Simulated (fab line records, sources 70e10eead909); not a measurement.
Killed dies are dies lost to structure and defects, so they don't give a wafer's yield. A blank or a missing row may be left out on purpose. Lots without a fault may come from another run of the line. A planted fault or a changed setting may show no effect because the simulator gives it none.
fab line records | flow nand_harc | part 1 of 2: steps 1 to 33 of 44
record lots=5 wafers=15 last_day=28
route steps=1302 shown P_ZERO_WELL@55 P_STI@69
lots that met no fault: from a run of the same line without faults
start_h: hours from the record's first day to the start of the lot's first wafer shown | wait_h: hours since the lot's step before | " the same as in the row above | L1.1+2: a row that stands for several wafers | - no value, or no start given | * or withheld: withheld | < > ~ a bound
route shown NAME@n: a module of which the file shows steps, and the number in the route of the first | usual: mean/standard deviation of fault-free wafers | same: alike in all rows | chamber/n: place in a boat | sites: the reading at each site | _std_site: their standard deviation | _edge_site: outer sites' mean less inner sites' | radius_mm: how far each site lies from the wafer's centre | mask NAME#n: copy n | behind: the tool/chamber that last shaped the wafer | hold: why the lot was held/for how many hours/how that ended | device: the transistor (n, p or np) that didn't switch | end of line: the same wafers' tests at the end of the route | a step without rows: its recipe alone | killed: dies lost to structure and defects at the first sort, not the wafer's yield | map: a wafer's dies, x killed, . not, _ none there
set.NAME: the setting as run; set.NAME@STEP: as run at that earlier step | model.NAME: the simulator's own value behind a step, which no gauge read
lots at some steps of the route; a table a step, a row a wafer
services: from which hour (start_h, from the record's first day; less than 0 if before it) a tool's chamber was out of use, for how many hours, and why
## steps
# step NHARC_P_ZERO_WELL_EBR_48
# columns lot.wafer tool chamber start_h wait_h
L074.1+2+4 litho_track-05 0 - -
L077.2+3+4 litho_track-05 0 - -
L078.1+3+6 litho_track-03 0 - -
L080.1+2+3 litho_track-05 0 - -
L085.2+3+5 litho_track-07 0 - -
# step NHARC_P_ZERO_WELL_EXPOSE_49
# recipe na=0.6 target_cd_nm=2000 dose_mj=22.64 mask_id=P_HVPW
# same na=0.6
# columns lot.wafer tool chamber start_h wait_h mask
L074.1+2+4 krf_scanner-02 0 25.59 - P_HVPW#0
L077.2+3+4 krf_scanner-01 0 55.36 - P_HVPW#0
L078.1+3+6 krf_scanner-02 0 65.57 - P_HVPW#0
L080.1+2+3 krf_scanner-02 0 85.32 - P_HVPW#0
L085.2+3+5 krf_scanner-01 0 135.70 - P_HVPW#0
# step NHARC_P_ZERO_WELL_PEB_50
# recipe peb_temp_c=118 peb_time_s=85
# columns lot.wafer tool chamber start_h wait_h
L074.1+2+4 litho_track-03 0 25.66 0.1
L077.2+3+4 litho_track-07 0 55.43 0.1
L078.1+3+6 litho_track-07 0 65.63 0.1
L080.1+2+3 litho_track-07 0 85.39 0.1
L085.2+3+5 litho_track-05 0 135.76 0.1
# step NHARC_P_ZERO_WELL_DEVELOP_51
# recipe time_s=70
# same time_s=70
# columns lot.wafer tool chamber start_h wait_h
L074.1+2+4 litho_track-03 0 - -
L077.2+3+4 litho_track-07 0 - -
L078.1+3+6 litho_track-07 0 - -
L080.1+2+3 litho_track-07 0 - -
L085.2+3+5 litho_track-05 0 - -
# step NHARC_P_ZERO_WELL_CD_MEAS_52
# recipe target_cd_nm=2000 landing_energy_ev=500
# usual cd_nm=2000/3.1
# same landing_energy_ev=500
# columns lot.wafer tool chamber start_h wait_h cd_nm
L074.1 cd_sem-01 0 25.75 - 1998
L074.2 " 0 " " 2001
L074.4 " 0 " " 1997
L077.2 cd_sem-03 0 55.52 - 1996
L077.3 " 0 " " 1999
L077.4 " 0 " " 1998
L078.1 cd_sem-02 0 65.72 - 2001
L078.3 " 0 " " 1997
L078.6 " 0 " " 2003
L080.1 cd_sem-01 0 85.48 - 1996
L080.2 " 0 " " 1998
L080.3 " 0 " " 1996
L085.2 cd_sem-02 0 135.86 - 2000
L085.3 " 0 " " 2000
L085.5 " 0 " " 1999
# step NHARC_P_ZERO_WELL_HARDBAKE_53
# recipe temp_c=125 time_s=80
# same time_s=80
# columns lot.wafer tool chamber start_h wait_h
L074.1+2+4 litho_track-03 0 25.83 -
L077.2+3+4 litho_track-03 0 55.60 -
L078.1+3+6 litho_track-03 0 65.80 -
L080.1+2+3 litho_track-05 0 85.56 -
L085.2+3+5 litho_track-07 0 135.94 -
# step NHARC_P_ZERO_WELL_DESCUM_54
# recipe time_s=3 o2_flow_sccm=200 ar_flow_sccm=0 bias_power_w=0 chemistry=O2
# usual drypump_motor_current_A=5.7/0.35 oes_product_au=1.001/0.012 rf_vpp_V=57.7/0.9 showerhead_plenum_p_Torr=1.91/0.076 throttle_valve_pct=11.311/0.0092
# same time_s=3
# columns lot.wafer tool chamber start_h wait_h drypump_motor_current_A oes_product_au rf_hours_counter_h rf_vpp_V showerhead_plenum_p_Torr throttle_valve_pct
L074.2 rie_diel-02 1 25.92 - 6.0 1.015 50 57.1 1.97 11.311
L074.4 " 2 " " 5.7 0.980 45 57.0 1.83 11.304
L074.1 " 3 " " 5.2 0.998 44 57.0 1.84 11.311
L077.4 rie_diel-12 0 55.67 - 5.6 1.013 45 57.4 1.97 11.308
L077.2 " 2 " " 6.0 1.003 43 57.4 1.78 11.298
L077.3 " 3 " " 5.1 0.997 46 58.2 1.97 11.325
L078.1 rie_diel-02 3 65.88 - 5.2 1.020 8 57.9 1.83 11.316
L078.3 " 0 " " 6.1 0.990 8 57.0 1.94 11.310
L078.6 " 3 " " 5.2 1.023 - 56.8 1.83 11.295
L080.3 rie_diel-02 0 85.64 - 6.1 0.989 12 56.6 1.94 11.291
L080.2 " 1 " " 6.0 1.021 11 59.3 1.97 11.319
L080.1 " 3 " " 5.2 1.010 12 57.7 1.83 11.314
L085.3 rie_diel-09 1 136.04 - 6.1 1.001 43 57.7 2.00 11.299
L085.2 " 2 " " 5.7 0.999 44 58.4 2.02 11.318
L085.5 " 0 " " 5.2 1.002 - 57.8 1.92 11.291
# step NHARC_P_ZERO_WELL_IMPLANT_55
# recipe energy_kev=180 dose_cm2=8e+11 tilt_deg=7
# usual beam_energy_keV=180.00/0.054 faraday_current_uA=10.14/0.19
# columns lot.wafer tool chamber start_h wait_h beam_energy_keV faraday_current_uA
L074.1 implanter-01 0 26.06 0.1 180.00 10.07
L074.2 " 0 " " 179.95 10.32
L074.4 " 0 " " 179.91 10.43
L077.2 implanter-01 0 55.85 0.1 179.99 10.20
L077.3 " 0 " " 180.05 10.03
L077.4 " 0 " " 180.02 9.96
L078.1 implanter-02 0 66.03 0.1 179.88 10.12
L078.3 " 0 " " 179.98 10.36
L078.6 " 0 " " 179.96 9.86
L080.1 implanter-01 0 85.79 0.1 180.01 10.13
L080.2 " 0 " " 179.88 9.96
L080.3 " 0 " " 180.00 10.05
L085.2 implanter-01 0 136.19 0.1 179.94 10.09
L085.3 " 0 " " 179.97 10.10
L085.5 " 0 " " 180.08 9.95
# step NHARC_P_ZERO_WELL_IMPLANT_61
# recipe energy_kev=30 dose_cm2=5e+11 tilt_deg=7
# usual beam_energy_keV=30.000/0.0074 faraday_current_uA=6.35/0.12
# columns lot.wafer tool chamber start_h wait_h beam_energy_keV faraday_current_uA
L074.1 implanter-01 0 26.24 0.2 30.000 6.26
L074.2 " 0 " " 30.008 6.29
L074.4 " 0 " " 30.018 6.46
L077.2 implanter-01 0 56.03 0.1 29.993 6.41
L077.3 " 0 " " 30.000 6.30
L077.4 " 0 " " 29.986 6.22
L078.1 implanter-02 0 66.21 0.1 29.991 6.62
L078.3 " 0 " " 29.998 6.57
L078.6 " 0 " " 29.994 6.55
L080.1 implanter-01 0 85.97 0.2 30.002 6.28
L080.2 " 0 " " 30.006 6.50
L080.3 " 0 " " 30.005 6.40
L085.2 implanter-01 0 136.37 0.2 30.005 6.26
L085.3 " 0 " " 30.007 6.33
L085.5 " 0 " " 29.992 6.38
# step NHARC_P_ZERO_WELL_STRIP_56
# recipe time_s=840 temp_c=130 chemistry=SPM
# same time_s=840
# columns lot.wafer tool chamber start_h wait_h
L074.1+4+2 wet_bench-09 7,0,4 26.45 0.2
L077.2+4+3 wet_bench-07 4,0,1 56.21 0.2
L078.3+1+6 wet_bench-02 6,1,3 66.42 0.1
L080.1+2+3 wet_bench-09 0,3,5 86.18 0.2
L085.3+5+2 wet_bench-09 6,7,1 136.57 0.1
# step NHARC_P_ZERO_WELL_PRECLEAN_68
# recipe time_s=60 temp_c=50 bath_age_min=0 chemistry=SC1
# same time_s=60
# columns lot.wafer tool chamber start_h wait_h
L074.1+4+2 wet_bench-09 7,0,4 - -
L077.2+4+3 wet_bench-07 4,0,1 - -
L078.3+1+6 wet_bench-02 6,1,3 - -
L080.1+2+3 wet_bench-09 0,3,5 - -
L085.3+5+2 wet_bench-09 6,7,1 - -
# step NHARC_P_ZERO_WELL_SRD_69
# columns lot.wafer tool chamber start_h wait_h
L074.1+4+2 wet_bench-09 7,0,4 - -
L077.2+4+3 wet_bench-07 4,0,1 - -
L078.3+1+6 wet_bench-02 6,1,3 - -
L080.1+2+3 wet_bench-09 0,3,5 - -
L085.3+5+2 wet_bench-09 6,7,1 - -
# step NHARC_P_ZERO_WELL_RTA_42
# recipe temp_c=1100 time_s=300
# usual lamp_power_pct=35.3/1.8 lamp_zone_2_pct=35.3/1.8 lamp_zone_3_pct=35.3/1.8 wafer_temp_C_max=1106.8/2.4
# same time_s=300
# columns lot.wafer tool chamber start_h wait_h lamp_power_pct lamp_zone_2_pct lamp_zone_3_pct wafer_temp_C_max
L074.1 rtp_anneal-01 0 26.89 - 37.2 37.2 37.2 1111.4
L074.2 " 0 " " 37.2 37.2 37.2 1106.9
L074.4 " 0 " " 37.2 37.2 37.2 1108.2
L077.2 rtp_anneal-02 0 56.76 - 33.7 33.7 33.6 1105.3
L077.3 " 0 " " 33.6 33.7 33.7 1105.0
L077.4 " 0 " " 33.7 33.6 33.7 1106.7
L078.1 rtp_anneal-02 0 66.88 - 33.6 33.5 33.6 1106.0
L078.3 " 0 " " 33.6 33.6 33.6 1105.8
L078.6 " 0 " " 33.5 33.7 33.6 1103.3
L080.1 rtp_anneal-02 0 86.62 - 33.7 33.6 33.6 1103.9
L080.2 " 0 " " 33.6 33.6 33.7 1104.6
L080.3 " 0 " " 33.6 33.6 33.6 1106.4
L085.2 rtp_anneal-01 0 137.11 - 37.2 37.2 37.2 1109.4
L085.3 " 0 " " 37.3 37.3 37.3 1110.3
L085.5 " 0 " " 37.3 37.2 37.2 1108.0
# step NHARC_P_ZERO_WELL_INSPECT_43
# usual raw_defect_count=12/5.7
# columns lot.wafer tool chamber start_h wait_h raw_defect_count
L074.1 defect_inspect-01 - 27.56 0.6 8
L074.2 " - " " 8
L074.4 " - " " 9
L077.2 defect_inspect-02 - 57.33 0.5 11
L077.3 " - " " 6
L077.4 " - " " 7
L078.1 defect_inspect-02 - 67.56 0.6 17
L078.3 " - " " 14
L078.6 " - " " 13
L080.1 defect_inspect-02 - 87.30 0.6 7
L080.2 " - " " 6
L080.3 " - " " 4
L085.2 defect_inspect-02 - 137.68 0.5 9
L085.3 " - " " 3
L085.5 " - " " 8
# step NHARC_P_STI_ETCH_26
# recipe target_depth_a=110 chemistry=dHF material=SiO2
# columns lot.wafer tool chamber start_h wait_h
L074.4+1+2 wet_bench-05 0,1,4 27.63 0.1
L077.3+2+4 wet_bench-05 1,2,4 57.39 0.1
L078.6+1+3 wet_bench-04 5,7,0 67.61 0.0
L080.1+3+2 wet_bench-04 2,5,7 87.37 0.1
L085.2+3+5 wet_bench-04 3,6,0 137.73 0.0
# step NHARC_P_STI_PRECLEAN_27
# recipe time_s=* temp_c=50 bath_age_min=0 chemistry=SC1
# same time_s=*
# columns lot.wafer tool chamber start_h wait_h
L074.4+1+2 wet_bench-05 0,1,4 27.68 0.0
L077.3+2+4 wet_bench-05 1,2,4 57.45 0.0
L078.6+1+3 wet_bench-04 5,7,0 67.67 0.1
L080.1+3+2 wet_bench-04 2,5,7 87.44 0.1
L085.2+3+5 wet_bench-04 3,6,0 137.80 0.1
# step NHARC_P_STI_SRD_28
# columns lot.wafer tool chamber start_h wait_h
L074.4+1+2 wet_bench-05 0,1,4 - -
L077.3+2+4 wet_bench-05 1,2,4 - -
L078.6+1+3 wet_bench-04 5,7,0 - -
L080.1+3+2 wet_bench-04 2,5,7 - -
L085.2+3+5 wet_bench-04 3,6,0 - -
# step NHARC_P_STI_OXIDE_29
# recipe target_thk_a=100 temp_c=900 ox_time_s=1362 material=SiO2
# columns lot.wafer tool chamber start_h wait_h
L074.1+2+4 furnace-06 0 33.10 -
L077.2+3+4 furnace-03 0 62.72 -
L078.1+3+6 furnace-06 0 71.01 -
L080.1+2+3 furnace-03 0 92.24 -
L085.2+3+5 furnace-06 0 143.92 -
# step NHARC_P_STI_HM_DEP_30
# recipe target_thk_a=800 temp_c=790 pressure_mtorr=300 time_s=873 material=Si3N4
# same time_s=873
# columns lot.wafer tool chamber start_h wait_h
L074.1+2+4 lpcvd-02 0 40.32 3.5
L077.2+3+4 lpcvd-01 1 71.64 5.2
L078.1+3+6 lpcvd-01 0 78.20 3.5
L080.1+2+3 lpcvd-01 1 99.43 3.5
L085.2+3+5 lpcvd-02 1 151.13 3.5
# step NHARC_P_STI_DEHYDRATE_01
# recipe temp_c=150 time_s=120
# same time_s=120
# columns lot.wafer tool chamber start_h wait_h
L074.1+2+4 litho_track-02 0 43.94 0.4
L077.2+3+4 litho_track-02 0 75.27 0.4
L078.1+3+6 litho_track-03 0 81.84 0.4
L080.1+2+3 litho_track-02 0 103.12 0.4
L085.2+3+5 litho_track-07 0 154.89 0.4
# step NHARC_P_STI_HMDS_02
# recipe time_s=30
# same time_s=30
# columns lot.wafer tool chamber start_h wait_h
L074.1+2+4 litho_track-02 0 - -
L077.2+3+4 litho_track-02 0 - -
L078.1+3+6 litho_track-03 0 - -
L080.1+2+3 litho_track-02 0 - -
L085.2+3+5 litho_track-07 0 - -
# step NHARC_P_STI_COAT_41
# recipe temp_c=200 time_s=65
# same time_s=65
# columns lot.wafer tool chamber start_h wait_h
L074.1+2+4 litho_track-02 0 - -
L077.2+3+4 litho_track-02 0 - -
L078.1+3+6 litho_track-03 0 - -
L080.1+2+3 litho_track-02 0 - -
L085.2+3+5 litho_track-07 0 - -
# step NHARC_P_STI_COAT_03
# recipe spin_rpm=2000 resist_thk_nm=600
# usual dispense_pressure_kPa=53.6/0.84
# columns lot.wafer tool chamber start_h wait_h dispense_pressure_kPa
L074.1 litho_track-02 0 - - 53.2
L074.2 " 0 " " 53.2
L074.4 " 0 " " 53.1
L077.2 litho_track-02 0 - - 53.1
L077.3 " 0 " " 53.2
L077.4 " 0 " " 53.1
L078.1 litho_track-03 0 - - 53.0
L078.3 " 0 " " 53.0
L078.6 " 0 " " 53.0
L080.1 litho_track-02 0 - - 53.2
L080.2 " 0 " " 53.2
L080.3 " 0 " " 53.1
L085.2 litho_track-07 0 - - 55.0
L085.3 " 0 " " 55.0
L085.5 " 0 " " 55.0
# step NHARC_P_STI_SOFTBAKE_04
# recipe temp_c=125 time_s=70
# same time_s=70
# columns lot.wafer tool chamber start_h wait_h
L074.1+2+4 litho_track-02 0 - -
L077.2+3+4 litho_track-02 0 - -
L078.1+3+6 litho_track-03 0 - -
L080.1+2+3 litho_track-02 0 - -
L085.2+3+5 litho_track-07 0 - -
# step NHARC_P_STI_EBR_05
# columns lot.wafer tool chamber start_h wait_h
L074.1+2+4 litho_track-02 0 - -
L077.2+3+4 litho_track-02 0 - -
L078.1+3+6 litho_track-03 0 - -
L080.1+2+3 litho_track-02 0 - -
L085.2+3+5 litho_track-07 0 - -
# step NHARC_P_STI_EXPOSE_06
# recipe na=0.55 target_cd_nm=200 dose_mj=37.69 mask_id=P_STI
# same na=0.55
# columns lot.wafer tool chamber start_h wait_h mask
L074.1+2+4 krf_scanner-04 0 44.23 - P_STI#0
L077.2+3+4 krf_scanner-01 0 75.57 - P_STI#0
L078.1+3+6 krf_scanner-02 0 82.13 - P_STI#0
L080.1+2+3 krf_scanner-02 0 103.41 - P_STI#0
L085.2+3+5 krf_scanner-02 0 155.06 - P_STI#0
# step NHARC_P_STI_PEB_07
# recipe peb_temp_c=128 peb_time_s=80
# columns lot.wafer tool chamber start_h wait_h
L074.1+2+4 litho_track-03 0 44.29 0.1
L077.2+3+4 litho_track-02 0 75.64 0.1
L078.1+3+6 litho_track-03 0 82.20 0.1
L080.1+2+3 litho_track-02 0 103.47 0.1
L085.2+3+5 litho_track-02 0 155.12 0.1
# step NHARC_P_STI_DEVELOP_08
# recipe time_s=50 dev_temp_c=22
# same time_s=50
# columns lot.wafer tool chamber start_h wait_h
L074.1+2+4 litho_track-03 0 - -
L077.2+3+4 litho_track-02 0 - -
L078.1+3+6 litho_track-03 0 - -
L080.1+2+3 litho_track-02 0 - -
L085.2+3+5 litho_track-02 0 - -
# step NHARC_P_STI_CD_MEAS_09
# recipe target_cd_nm=200 landing_energy_ev=500
# usual cd_nm=199/3.8
# same landing_energy_ev=500
# columns lot.wafer tool chamber start_h wait_h cd_nm
L074.1 cd_sem-02 0 44.38 - 198
L074.2 " 0 " " 201
L074.4 " 0 " " 195
L077.2 cd_sem-03 0 75.73 - 200
L077.3 " 0 " " 204
L077.4 " 0 " " 200
L078.1 cd_sem-03 0 82.28 - 201
L078.3 " 0 " " 197
L078.6 " 0 " " 195
L080.1 cd_sem-03 0 103.56 - 201
L080.2 " 0 " " 204
L080.3 " 0 " " 210
L085.2 cd_sem-01 0 155.20 - 203
L085.3 " 0 " " 200
L085.5 " 0 " " 201
# step NHARC_P_STI_OVL_MEAS_10
# usual overlay_x_nm=-1/6 overlay_y_nm=-1/5.4
# columns lot.wafer tool chamber start_h wait_h overlay_x_nm overlay_y_nm
L074.1 overlay-02 - 44.47 - 4 -5
L074.2 " - " " 4 -5
L074.4 " - " " 4 -5
L077.2 overlay-02 - 75.82 - 4 1
L077.3 " - " " 4 1
L077.4 " - " " 3 0
L078.1 overlay-01 - 82.37 - -4 0
L078.3 " - " " -4 0
L078.6 " - " " -4 1
L080.1 overlay-01 - 103.65 - 0 4
L080.2 " - " " -1 4
L080.3 " - " " -1 4
L085.2 overlay-01 - 155.29 - 1 -5
L085.3 " - " " 0 -5
L085.5 " - " " 1 -5
# step NHARC_P_STI_INSPECT_11
# usual raw_defect_count=6/3
# columns lot.wafer tool chamber start_h wait_h raw_defect_count
L074.1 defect_inspect-02 - 44.50 0.0 5
L074.2 " - " " 9
L074.4 " - " " 9
L077.2 defect_inspect-02 - 75.85 0.0 6
L077.3 " - " " 4
L077.4 " - " " 9
L078.1 defect_inspect-01 - 82.41 0.0 7
L078.3 " - " " 5
L078.6 " - " " 7
L080.1 defect_inspect-01 - 103.68 0.0 8
L080.2 " - " " 5
L080.3 " - " " 8
L085.2 defect_inspect-01 - 155.33 0.0 8
L085.3 " - " " 1
L085.5 " - " " 9
# step NHARC_P_STI_HARDBAKE_13
# recipe temp_c=118 time_s=65
# same time_s=65
# columns lot.wafer tool chamber start_h wait_h
L074.1+2+4 litho_track-03 0 44.56 0.1
L077.2+3+4 litho_track-02 0 75.91 0.1
L078.1+3+6 litho_track-02 0 82.47 0.1
L080.1+2+3 litho_track-07 0 103.74 0.1
L085.2+3+5 litho_track-02 0 155.39 0.1
# step NHARC_P_STI_DESCUM_14
# recipe time_s=3 o2_flow_sccm=200 ar_flow_sccm=0 bias_power_w=0 chemistry=O2
# usual drypump_motor_current_A=5.9/0.44 oes_product_au=0.998/0.012 rf_vpp_V=57.8/0.79 showerhead_plenum_p_Torr=1.89/0.06 throttle_valve_pct=11.311/0.0085
# same time_s=3
# columns lot.wafer tool chamber start_h wait_h drypump_motor_current_A oes_product_au rf_hours_counter_h rf_vpp_V showerhead_plenum_p_Torr throttle_valve_pct
L074.2 rie_diel-06 1 44.64 - 6.2 1.009 4 58.1 1.90 11.322
L074.1 " 3 " " 6.3 0.991 3 58.4 1.98 11.321
L074.4 " 0 " " 6.0 0.984 3 58.0 1.94 11.304
L077.4 rie_diel-10 1 75.99 - 5.6 0.991 1 57.1 1.86 11.310
L077.3 " 3 " " 6.3 1.004 0 57.3 1.86 11.301
L077.2 " 0 " " 6.1 0.995 1 58.0 1.94 11.321
L078.1 rie_diel-06 1 82.54 - 6.2 1.030 6 56.0 1.90 11.303
L078.3 " 2 " " 6.3 1.014 6 56.9 1.81 11.314
L078.6 " 1 " " 6.2 1.025 - 56.5 1.90 11.294
L080.2 rie_diel-07 1 103.82 - 6.2 0.982 11 56.9 1.82 11.310
L080.1 " 3 " " 5.4 0.996 9 58.1 1.93 11.320
L080.3 " 0 " " 5.9 0.971 8 58.5 1.92 11.310
L085.2 rie_diel-07 2 155.46 - 6.5 1.022 1 58.2 2.02 11.302
L085.3 " 1 " " 6.1 1.013 2 57.1 1.81 11.314
L085.5 " 2 " " 6.5 1.022 - 58.9 2.02 11.298
